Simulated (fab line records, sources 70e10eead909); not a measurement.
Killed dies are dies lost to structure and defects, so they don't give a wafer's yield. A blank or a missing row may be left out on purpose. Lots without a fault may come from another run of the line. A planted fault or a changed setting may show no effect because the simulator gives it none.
A struck lot beside a sound one | flow nand_harc | 14 steps out of a route of 1302
Sound: wafers L893.1, L893.2, L893.4. Struck: wafers L899.4, L899.5. (L899.3 of the same lot was not struck and is left out.) The cause comes at the end.
At each step with rows: each side's tool, then ch and its chambers, then its first start. Under that, the readings that differ: sound wafers | struck wafers | difference of the means | sigmas: that difference in standard deviations of wafers without a fault.
alike: readings whose means differ by less than 2 such deviations, and words and numbers that are the same on both sides. not compared: withheld readings, readings that some wafer has no value for, bounds like >300 that may hide the same value, and numbers for which the record gives no deviation and whose values overlap.
The two part at a step that has a row with sigmas, a row that says differs or no value, or rows on one side only. Numbers that don't overlap but have no deviation are shown without sigmas and don't part them. A reading that every wafer of one side lacks parts them only if that side has two wafers or more.

first, 1 step without rows for these wafers: NHARC_A_ONON_D1_DEP_03 (target thk 1000 nm).
NHARC_A_ONON_D1_THK_MEAS_05: measures by ellipsometry.
  sound on film_metro-01, day 9 06:39; struck on film_metro-01, day 11 17:59
  alike: thk_nm
then, 1 step without rows for these wafers: NHARC_A_ONON_D1_DEP_06 (target thk 1000 nm).
NHARC_A_ONON_D1_THK_MEAS_08: measures by ellipsometry.
  sound on film_metro-01, day 9 07:13; struck on film_metro-02, day 11 18:32
  reading     | sound          | struck    | difference | sigmas
  thk_nm (nm) | 1003 1001 1002 | 1028 1027 | +26        | +2
then, 1 step without rows for these wafers: NHARC_A_ONON_D1_DEP_09 (target thk 1000 nm).
NHARC_A_ONON_D1_THK_MEAS_11: measures by ellipsometry.
  sound on film_metro-02, day 9 07:47; struck on film_metro-02, day 11 19:07
  alike: thk_nm
then, 1 step without rows for these wafers: NHARC_A_ONON_D1_DEP_12 (target thk 1000 nm).
NHARC_A_ONON_D1_THK_MEAS_14: measures by ellipsometry.
  sound on film_metro-02, day 9 08:21; struck on film_metro-01, day 11 19:41
  reading     | sound       | struck    | difference | sigmas
  thk_nm (nm) | 990 990 990 | 1024 1022 | +33        | +3
then, 2 steps without rows for these wafers: NHARC_A_ONON_D1_ANNEAL_15 (time 3600 s); NHARC_A_ONON_D1_DEP_16 (target thk 1000 nm).
NHARC_A_ONON_D1_THK_MEAS_18: measures by ellipsometry.
  sound on film_metro-01, day 9 17:08; struck on film_metro-01, day 12 03:17
  alike: thk_nm
NHARC_A_ONON_D1_DEP_19: target thk 1000 nm.
  sound on pecvd_onon-03 ch 0, day 9 17:11; struck on pecvd_onon-01 ch 0, day 12 03:28
NHARC_A_ONON_D1_THK_MEAS_21: measures by ellipsometry.
  sound on film_metro-01, day 9 17:42; struck on film_metro-01, day 12 03:52
  reading     | sound          | struck  | difference | sigmas
  thk_nm (nm) | 1004 1004 1004 | 966 966 | -38        | -4
then, 1 step without rows for these wafers: NHARC_A_ONON_D1_DEP_22 (target thk 1000 nm).

WHERE THEY PART
First at NHARC_A_ONON_D1_THK_MEAS_08; last, within this record, at NHARC_A_ONON_D1_THK_MEAS_21.

WHY: what the simulator had put in
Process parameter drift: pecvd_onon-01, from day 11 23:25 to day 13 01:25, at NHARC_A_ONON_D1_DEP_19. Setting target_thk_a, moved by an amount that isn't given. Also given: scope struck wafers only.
